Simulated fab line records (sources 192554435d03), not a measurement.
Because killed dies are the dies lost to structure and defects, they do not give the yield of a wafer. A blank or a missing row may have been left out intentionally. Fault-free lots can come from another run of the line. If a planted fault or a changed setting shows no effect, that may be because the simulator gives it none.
Which tool was responsible? ; flow n5-finfet ; 33 wafers from 11 lots sampled at 4 of the route's 1938 steps

## WHAT THE GAUGES READ, wafer by wafer
N5_BEOL_M10_THK_MEAS_01. Usual: M10_ILD_THK typically reads 267 nm, with standard deviation 3.2.
lot;measured;on;M10_ILD_THK (nm);flag
L769;day 10 03:49;film-metro-01;265 265 269;
L770;day 11 03:21;film-metro-02;267 265 271;
L774;day 11 11:02;film-metro-02;268 265 271;
L777;day 12 15:02;film-metro-02;266 262 265;
L780;day 13 02:56;film-metro-01;262 264 267;
L781;day 13 19:31;film-metro-01;265 267 272;
L785;day 14 04:07;film-metro-01;263 266 274;
L787;day 16 04:08;film-metro-02;262 262 263;
L789;day 16 17:10;film-metro-01;270 266 268;
L792;day 16 23:40;film-metro-01;263 267 271;
L791;day 17 04:29;film-metro-02;270 267 268;

N5_BEOL_M10_CD_MEAS_28: the cd target is 70 nm. Usual: cd-nm 70.0 nm, standard deviation 0.89.
lot;measured;on;cd-nm (nm);flag
L769;day 10 07:37;cd-sem-02;69.2 67.8 69.0;
L770;day 11 07:35;cd-sem-01;70.1 70.9 71.6;
L774;day 11 15:44;cd-sem-03;69.6 71.1 70.5;
L777;day 12 17:20;cd-sem-01;69.3 69.1 70.2;
L780;day 13 05:43;cd-sem-01;73.9 70.4 70.0;
L781;day 14 00:26;cd-sem-01;71.5 69.7 73.7;
L785;day 14 05:58;cd-sem-03;70.1 70.4 69.5;
L787;day 16 09:19;cd-sem-01;68.7 69.5 68.7;
L789;day 16 19:17;cd-sem-02;68.9 70.5 70.4;
L792;day 17 04:56;cd-sem-01;69.5 69.2 70.8;
L791;day 17 07:35;cd-sem-03;68.4 68.0 68.9;

## TOOL THAT RAN EACH LOT (tool first, then ch and the chambers of the sampled wafers, then the start)
lot;N5_BEOL_M10_PECVD_70;N5_BEOL_M10_PEB_26
L769;pecvd-03 ch 0,2, day 10 03:51;litho-track-01 ch 0, day 10 07:34
L770;pecvd-02 ch 1,2, day 11 03:23;litho-track-01 ch 0, day 11 07:31
L774;pecvd-02 ch 0,2, day 11 11:04;litho-track-05 ch 0, day 11 15:40
L777;pecvd-01 ch 0,2, day 12 15:05;litho-track-01 ch 0, day 12 17:16
L780;pecvd-02 ch 1,2, day 13 02:58;litho-track-01 ch 0, day 13 05:38
L781;pecvd-01 ch 0,1,2, day 13 19:33;litho-track-01 ch 0, day 14 00:22
L785;pecvd-02 ch 0,1,2, day 14 04:10;litho-track-03 ch 0, day 14 05:54
L787;pecvd-03 ch 0,1,2, day 16 04:10;litho-track-05 ch 0, day 16 09:15
L789;pecvd-03 ch 1,2, day 16 17:12;litho-track-03 ch 0, day 16 19:13
L792;pecvd-03 ch 0,2, day 16 23:43;litho-track-05 ch 0, day 17 04:52
L791;pecvd-01 ch 0,2, day 17 04:31;litho-track-05 ch 0, day 17 07:31
- N5_BEOL_M10_PECVD_70: deposits SiO2 from TEOS/O2, target thk 20 nm, time 22.7 s.
- N5_BEOL_M10_PEB_26: peb time 60 s.

## WHAT THE TOOLS THEMSELVES READ (means of the sampled wafers that have a number; where no wafer has one, the mark that the record gives instead)
N5_BEOL_M10_PECVD_70. Usual: heater-power-w 746 W, standard deviation 100; showerhead-plenum-p-Torr 8.77 Torr, standard deviation 0.035; showerhead-vpp-V 1298 V, standard deviation 65; throttle-valve-pct 22.6 %, standard deviation 1.1.
lot;tool;heater-power-w (W);showerhead-plenum-p-Torr (Torr);showerhead-vpp-V (V);throttle-valve-pct (%);flag
L769;pecvd-03;793;8.80;1329;21.9;
L770;pecvd-02;769;8.73;1299;21.6;
L774;pecvd-02;659;8.74;1247;22.4;
L777;pecvd-01;787;8.77;1367;21.8;
L780;pecvd-02;717;8.76;1235;21.8;
L781;pecvd-01;790;8.77;1342;22.9;
L785;pecvd-02;648;8.75;1240;22.2;
L787;pecvd-03;779;8.76;1323;22.7;
L789;pecvd-03;830;8.82;1356;22.8;
L792;pecvd-03;688;8.76;1287;22.3;
L791;pecvd-01;821;8.77;1355;22.0;

## THE ANSWER, worked out from the rows above alone
Rule: take the mean of a lot's wafers that have a number; if it is more than 3 standard deviations from the usual mean, the lot is off. A lot without any number at a reading at which 4 lots or more have one is off too. All remaining lots with rows at the step are treated as sound. First the gauges in route order, then the tools' own readings, where a lot's mean is used as printed above. At the first step where some lot is off, the reading lying furthest off is the one used; lots without a number count as furthest.
None of the lots is off at any reading shown; this tells nothing.

## WHAT THE SIMULATOR PUT IN
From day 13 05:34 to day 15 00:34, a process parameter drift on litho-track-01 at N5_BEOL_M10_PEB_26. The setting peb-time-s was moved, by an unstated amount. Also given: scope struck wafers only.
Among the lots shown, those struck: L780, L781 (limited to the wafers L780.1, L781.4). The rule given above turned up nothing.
